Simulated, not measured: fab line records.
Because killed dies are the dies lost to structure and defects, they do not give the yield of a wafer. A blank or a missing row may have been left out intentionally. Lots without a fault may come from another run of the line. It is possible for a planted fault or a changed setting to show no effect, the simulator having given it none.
fab line records / flow nandHarc
[record] lots = 7 wafers = 21 lastDay = 24
route steps=1159 shown P_ZERO_WELL@36
lots that met no fault: from a run of the same line without faults
startH: hours from the record's opening day to when the first of the lot's shown wafers began / waitH: how many hours have passed since the lot's step before this one / " same as the row above / L1.1+2: several wafers, shown together as one row / - value missing, or start not given / * or withheld: withheld / < > ~ a bound
route shown NAME@n: NAME is a module with steps in the file, n the number in the route of the first one / usual: mean and standard deviation over wafers with no fault / same: alike in all rows / chamber/n: place in a boat / sites: readings site by site / _std_site: their standard deviation / _edge_site: the outer-site mean with the inner-site mean subtracted / radiusMm: for every site, how far away it sits from the centre of the wafer / mask NAME#n: copy n / behind: the tool/chamber that last shaped the wafer / hold: cause of the lot's hold/its duration in hours/its outcome / device: the transistor (n, p or np) that didn't switch / end of line: the route-end tests of the same wafers / for a step that has no rows: nothing shown but its recipe / killed: dies that structure and defects cost at the first sort, which is not the same as the wafer's yield / map: per-die view of a wafer (x killed, . not killed, _ where there is no die)
set.NAME: the setting the step ran with; set.NAME@STEP: the setting that earlier step ran with / model.NAME: the simulator's own value behind a step, which no gauge read
lots at some steps of the route; a table a step, a row a wafer
services: from which hour (startH, from the record's first day; less than 0 if before it) a tool's chamber was out of use, for how many hours, and why
[[steps]]
[step NHARC_P_ZERO_WELL_DEHYDRATE_29]
[recipe] tempC = 150 timeS = 120
[step NHARC_P_ZERO_WELL_HMDS_30]
[recipe] timeS = 30
[step NHARC_P_ZERO_WELL_COAT_31]
[recipe] spinRpm = withheld
[step NHARC_P_ZERO_WELL_SOFTBAKE_32]
[recipe] tempC = 122 timeS = 95
[step NHARC_P_ZERO_WELL_EBR_33]
[step NHARC_P_ZERO_WELL_EXPOSE_34]
[recipe] na = 0.6 targetCdNm = 720 doseMj = 22.31 maskId = P_PWELL
[step NHARC_P_ZERO_WELL_PEB_35]
[recipe] pebTempC = 118 pebTimeS = 85
[step NHARC_P_ZERO_WELL_DEVELOP_36]
[recipe] timeS = 70
[step NHARC_P_ZERO_WELL_CD_MEAS_37]
[recipe] targetCdNm = 720 landingEnergyEv = 500
[usual] cdNm = 720.3/1.5
lot.wafer=L712.1 tool=cdSem-02 chamber=0 startH=28.24 waitH=- cdNm=720.1
lot.wafer=L712.2 tool=cdSem-02 chamber=0 startH=28.24 waitH=- cdNm=721.2
lot.wafer=L712.4 tool=cdSem-02 chamber=0 startH=28.24 waitH=- cdNm=720.0
lot.wafer=L713.1 tool=cdSem-01 chamber=0 startH=34.23 waitH=- cdNm=720.0
lot.wafer=L713.3 tool=cdSem-01 chamber=0 startH=34.23 waitH=- cdNm=721.5
lot.wafer=L713.4 tool=cdSem-01 chamber=0 startH=34.23 waitH=- cdNm=721.9
lot.wafer=L715.1 tool=cdSem-02 chamber=0 startH=46.21 waitH=- cdNm=721.2
lot.wafer=L715.5 tool=cdSem-02 chamber=0 startH=46.21 waitH=- cdNm=720.4
lot.wafer=L715.6 tool=cdSem-02 chamber=0 startH=46.21 waitH=- cdNm=720.8
lot.wafer=L716.1 tool=cdSem-01 chamber=0 startH=52.08 waitH=- cdNm=719.7
lot.wafer=L716.5 tool=cdSem-01 chamber=0 startH=52.08 waitH=- cdNm=719.1
lot.wafer=L716.6 tool=cdSem-01 chamber=0 startH=52.08 waitH=- cdNm=720.1
lot.wafer=L717.3 tool=cdSem-01 chamber=0 startH=58.14 waitH=- cdNm=722.1
lot.wafer=L717.5 tool=cdSem-01 chamber=0 startH=58.14 waitH=- cdNm=720.9
lot.wafer=L717.6 tool=cdSem-01 chamber=0 startH=58.14 waitH=- cdNm=721.9
lot.wafer=L730.1 tool=cdSem-03 chamber=0 startH=136.10 waitH=- cdNm=721.6
lot.wafer=L730.2 tool=cdSem-03 chamber=0 startH=136.10 waitH=- cdNm=722.4
lot.wafer=L730.5 tool=cdSem-03 chamber=0 startH=136.10 waitH=- cdNm=724.0
lot.wafer=L731.2 tool=cdSem-02 chamber=0 startH=142.12 waitH=- cdNm=717.7
lot.wafer=L731.3 tool=cdSem-02 chamber=0 startH=142.12 waitH=- cdNm=716.5
lot.wafer=L731.5 tool=cdSem-02 chamber=0 startH=142.12 waitH=- cdNm=718.1
[step NHARC_P_ZERO_WELL_HARDBAKE_38]
[recipe] tempC = 125 timeS = 80
[step NHARC_P_ZERO_WELL_DESCUM_39]
[recipe] timeS = 3 o2FlowSccm = 200 arFlowSccm = 0 biasPowerW = 0 chemistry = O2
[usual] drypumpMotorCurrentA = 5.8/0.45 oesProductAu = 1.001/0.0078 rfVppV = 57.8/0.94 showerheadPlenumPTorr = 1.92/0.067 throttleValvePct = 11.312/0.0092
lot.wafer=L712.4 tool=rieDiel-03 chamber=1 startH=28.41 waitH=- drypumpMotorCurrentA=5.0 oesProductAu=1.009 rfHoursCounterH=10.5 rfVppV=58.2 showerheadPlenumPTorr=2.00 throttleValvePct=11.326
lot.wafer=L712.1 tool=rieDiel-03 chamber=2 startH=28.41 waitH=- drypumpMotorCurrentA=5.8 oesProductAu=1.011 rfHoursCounterH=9.2 rfVppV=57.4 showerheadPlenumPTorr=1.92 throttleValvePct=11.312
lot.wafer=L712.2 tool=rieDiel-03 chamber=3 startH=28.41 waitH=- drypumpMotorCurrentA=6.1 oesProductAu=1.002 rfHoursCounterH=11.7 rfVppV=56.3 showerheadPlenumPTorr=1.95 throttleValvePct=11.315
lot.wafer=L713.3 tool=rieDiel-03 chamber=1 startH=34.40 waitH=- drypumpMotorCurrentA=5.1 oesProductAu=1.001 rfHoursCounterH=11.0 rfVppV=59.5 showerheadPlenumPTorr=2.00 throttleValvePct=11.319
lot.wafer=L713.1 tool=rieDiel-03 chamber=2 startH=34.40 waitH=- drypumpMotorCurrentA=5.8 oesProductAu=1.007 rfHoursCounterH=10.0 rfVppV=57.0 showerheadPlenumPTorr=1.92 throttleValvePct=11.281
lot.wafer=L713.4 tool=rieDiel-03 chamber=3 startH=34.40 waitH=- drypumpMotorCurrentA=6.1 oesProductAu=0.999 rfHoursCounterH=12.5 rfVppV=58.1 showerheadPlenumPTorr=1.95 throttleValvePct=11.325
lot.wafer=L715.1 tool=rieDiel-02 chamber=2 startH=46.41 waitH=- drypumpMotorCurrentA=5.8 oesProductAu=1.014 rfHoursCounterH=3.8 rfVppV=56.9 showerheadPlenumPTorr=1.96 throttleValvePct=11.316
lot.wafer=L715.6 tool=rieDiel-02 chamber=3 startH=46.41 waitH=- drypumpMotorCurrentA=5.9 oesProductAu=1.004 rfHoursCounterH=- rfVppV=57.1 showerheadPlenumPTorr=2.03 throttleValvePct=11.320
lot.wafer=L715.5 tool=rieDiel-02 chamber=0 startH=46.41 waitH=- drypumpMotorCurrentA=5.4 oesProductAu=1.002 rfHoursCounterH=- rfVppV=57.4 showerheadPlenumPTorr=1.85 throttleValvePct=11.309
lot.wafer=L716.1 tool=rieDiel-03 chamber=0 startH=52.24 waitH=- drypumpMotorCurrentA=6.1 oesProductAu=0.986 rfHoursCounterH=0.1 rfVppV=57.6 showerheadPlenumPTorr=1.87 throttleValvePct=11.313
lot.wafer=L716.6 tool=rieDiel-03 chamber=0 startH=52.24 waitH=- drypumpMotorCurrentA=6.1 oesProductAu=0.985 rfHoursCounterH=- rfVppV=58.2 showerheadPlenumPTorr=1.87 throttleValvePct=11.330
lot.wafer=L716.5 tool=rieDiel-03 chamber=1 startH=52.24 waitH=- drypumpMotorCurrentA=5.0 oesProductAu=0.999 rfHoursCounterH=- rfVppV=58.7 showerheadPlenumPTorr=2.00 throttleValvePct=11.326
lot.wafer=L717.3 tool=rieDiel-02 chamber=2 startH=58.33 waitH=- drypumpMotorCurrentA=5.9 oesProductAu=1.006 rfHoursCounterH=4.3 rfVppV=56.3 showerheadPlenumPTorr=1.96 throttleValvePct=11.317
lot.wafer=L717.5 tool=rieDiel-02 chamber=3 startH=58.33 waitH=- drypumpMotorCurrentA=5.9 oesProductAu=1.009 rfHoursCounterH=- rfVppV=57.4 showerheadPlenumPTorr=2.03 throttleValvePct=11.298
lot.wafer=L717.6 tool=rieDiel-02 chamber=0 startH=58.33 waitH=- drypumpMotorCurrentA=5.5 oesProductAu=1.005 rfHoursCounterH=- rfVppV=57.0 showerheadPlenumPTorr=1.85 throttleValvePct=11.293
lot.wafer=L730.2 tool=rieDiel-12 chamber=3 startH=136.26 waitH=- drypumpMotorCurrentA=5.9 oesProductAu=0.994 rfHoursCounterH=6.9 rfVppV=58.2 showerheadPlenumPTorr=1.94 throttleValvePct=11.307
lot.wafer=L730.1 tool=rieDiel-12 chamber=2 startH=136.26 waitH=- drypumpMotorCurrentA=5.4 oesProductAu=0.990 rfHoursCounterH=6.5 rfVppV=57.5 showerheadPlenumPTorr=1.78 throttleValvePct=11.318
lot.wafer=L730.5 tool=rieDiel-12 chamber=0 startH=136.26 waitH=- drypumpMotorCurrentA=6.5 oesProductAu=0.992 rfHoursCounterH=- rfVppV=55.8 showerheadPlenumPTorr=1.85 throttleValvePct=11.326
lot.wafer=L731.3 tool=rieDiel-12 chamber=1 startH=142.28 waitH=- drypumpMotorCurrentA=5.2 oesProductAu=0.996 rfHoursCounterH=7.1 rfVppV=59.5 showerheadPlenumPTorr=1.94 throttleValvePct=11.302
lot.wafer=L731.2 tool=rieDiel-12 chamber=2 startH=142.28 waitH=- drypumpMotorCurrentA=5.4 oesProductAu=0.995 rfHoursCounterH=6.7 rfVppV=58.1 showerheadPlenumPTorr=1.78 throttleValvePct=11.308
lot.wafer=L731.5 tool=rieDiel-12 chamber=1 startH=142.28 waitH=- drypumpMotorCurrentA=5.2 oesProductAu=1.005 rfHoursCounterH=- rfVppV=58.5 showerheadPlenumPTorr=1.94 throttleValvePct=11.318
[step NHARC_P_ZERO_WELL_IMPLANT_40]
[recipe] energyKev = 300 doseCm2 = 1e+13 tiltDeg = 7
[step NHARC_P_ZERO_WELL_IMPLANT_59]
[recipe] energyKev = 120 doseCm2 = 5e+12 tiltDeg = 7
[usual] beamEnergyKeV = 120.00/0.041 beamOnS = 10.04/0.21
lot.wafer=L712.1 tool=implanter-02 chamber=0 startH=28.74 waitH=0.1 beamEnergyKeV=119.94 beamOnS=10.13
lot.wafer=L712.2 tool=implanter-02 chamber=0 startH=28.74 waitH=0.1 beamEnergyKeV=120.04 beamOnS=9.81
lot.wafer=L712.4 tool=implanter-02 chamber=0 startH=28.74 waitH=0.1 beamEnergyKeV=119.97 beamOnS=9.81
lot.wafer=L713.1 tool=implanter-02 chamber=0 startH=34.73 waitH=0.2 beamEnergyKeV=119.97 beamOnS=9.83
lot.wafer=L713.3 tool=implanter-02 chamber=0 startH=34.73 waitH=0.2 beamEnergyKeV=119.98 beamOnS=9.98
lot.wafer=L713.4 tool=implanter-02 chamber=0 startH=34.73 waitH=0.2 beamEnergyKeV=119.94 beamOnS=9.90
lot.wafer=L715.1 tool=implanter-02 chamber=- startH=46.70 waitH=0.2 beamEnergyKeV=- beamOnS=-
lot.wafer=L715.5 tool=implanter-02 chamber=- startH=46.70 waitH=0.2 beamEnergyKeV=- beamOnS=-
lot.wafer=L715.6 tool=implanter-02 chamber=- startH=46.70 waitH=0.2 beamEnergyKeV=- beamOnS=-
lot.wafer=L716.1 tool=implanter-02 chamber=- startH=52.57 waitH=0.2 beamEnergyKeV=- beamOnS=-
lot.wafer=L716.5 tool=implanter-02 chamber=- startH=52.57 waitH=0.2 beamEnergyKeV=- beamOnS=-
lot.wafer=L716.6 tool=implanter-02 chamber=- startH=52.57 waitH=0.2 beamEnergyKeV=- beamOnS=-
lot.wafer=L717.3 tool=implanter-02 chamber=- startH=58.68 waitH=0.1 beamEnergyKeV=- beamOnS=-
lot.wafer=L717.5 tool=implanter-02 chamber=- startH=58.68 waitH=0.1 beamEnergyKeV=- beamOnS=-
lot.wafer=L717.6 tool=implanter-02 chamber=- startH=58.68 waitH=0.1 beamEnergyKeV=- beamOnS=-
lot.wafer=L730.1 tool=implanter-01 chamber=0 startH=136.59 waitH=0.2 beamEnergyKeV=120.01 beamOnS=9.91
lot.wafer=L730.2 tool=implanter-01 chamber=0 startH=136.59 waitH=0.2 beamEnergyKeV=119.92 beamOnS=9.89
lot.wafer=L730.5 tool=implanter-01 chamber=0 startH=136.59 waitH=0.2 beamEnergyKeV=120.02 beamOnS=10.04
lot.wafer=L731.2 tool=implanter-01 chamber=0 startH=142.64 waitH=0.1 beamEnergyKeV=120.00 beamOnS=10.01
lot.wafer=L731.3 tool=implanter-01 chamber=0 startH=142.64 waitH=0.1 beamEnergyKeV=120.03 beamOnS=9.92
lot.wafer=L731.5 tool=implanter-01 chamber=0 startH=142.64 waitH=0.1 beamEnergyKeV=120.05 beamOnS=10.16
[step NHARC_P_ZERO_WELL_IMPLANT_60]
[recipe] energyKev = 30 doseCm2 = 2e+12 tiltDeg = 7
[[services]]
tool=rieDiel-03 chamber=- startH=8.95 hours=2.2 kind=repair
tool=rieDiel-03 chamber=0 startH=17.30 hours=- kind=clean
tool=rieDiel-03 chamber=1 startH=17.30 hours=- kind=clean
tool=rieDiel-03 chamber=2 startH=17.30 hours=- kind=clean
tool=rieDiel-03 chamber=3 startH=17.30 hours=- kind=clean
tool=rieDiel-12 chamber=- startH=25.40 hours=9.0 kind=pm
tool=rieDiel-03 chamber=- startH=38.40 hours=9.0 kind=pm
tool=rieDiel-03 chamber=0 startH=38.40 hours=9.0 kind=ventCycle
tool=rieDiel-03 chamber=1 startH=38.40 hours=9.0 kind=ventCycle
tool=rieDiel-03 chamber=2 startH=38.40 hours=9.0 kind=ventCycle
tool=rieDiel-03 chamber=3 startH=38.40 hours=9.0 kind=ventCycle
tool=rieDiel-03 chamber=0 startH=47.40 hours=- kind=clean
tool=rieDiel-03 chamber=1 startH=47.40 hours=- kind=clean
tool=rieDiel-03 chamber=2 startH=47.40 hours=- kind=clean
tool=rieDiel-03 chamber=3 startH=47.40 hours=- kind=clean
tool=rieDiel-03 chamber=2 startH=58.16 hours=3.6 kind=repair
tool=rieDiel-02 chamber=2 startH=64.27 hours=16.2 kind=repair
tool=rieDiel-03 chamber=0 startH=71.90 hours=- kind=clean
tool=rieDiel-03 chamber=1 startH=71.90 hours=- kind=clean
tool=implanter-02 chamber=- startH=85.00 hours=13.0 kind=pm
tool=rieDiel-02 chamber=0 startH=87.87 hours=21.5 kind=repair
tool=rieDiel-03 chamber=2 startH=107.75 hours=3.3 kind=repair
tool=rieDiel-12 chamber=2 startH=113.53 hours=3.2 kind=repair
tool=rieDiel-12 chamber=0 startH=130.88 hours=4.4 kind=repair
[[key]]
[firstSign] step = NHARC_P_ZERO_WELL_IMPLANT_59 reading = toolRecord direction = missing
effect none on later readings
metAt NHARC_P_ZERO_WELL_IMPLANT_59
struckWafers L715.1,L715.5,L715.6,L716.1,L716.5,L716.6,L717.3,L717.5,L717.6
laterRowsLeftOut L715.1,L715.5,L715.6,L716.1,L716.5,L716.6,L717.3,L717.5,L717.6
sortLeftOut L715.1,L715.5,L715.6,L716.1,L716.5,L716.6,L717.3,L717.5,L717.6
testerLeftOut L715,L716,L717
onsetBetween 34.73 46.70
[fault] kind = skippedStepWhole tool = implanter-02 chamber = - onsetH = 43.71 steps = NHARC_P_ZERO_WELL_IMPLANT_59 scope = struckLotsOnly
// testerLeftOut: of these lots the tester's yield and bins aren't shown, on N5 and GAA mostly nor the transistor test; their killed dies are dies lost to structure and defects alone, not to doping, threshold or leakage, so they don't give the yield
// sortLeftOut: the simulated sort isn't trusted on such a fault, so these wafers' sort isn't shown, and their yield isn't known
// laterRowsLeftOut: the simulator's readings of these wafers behind a module that went badly wrong aren't trusted and aren't shown, but for the sort
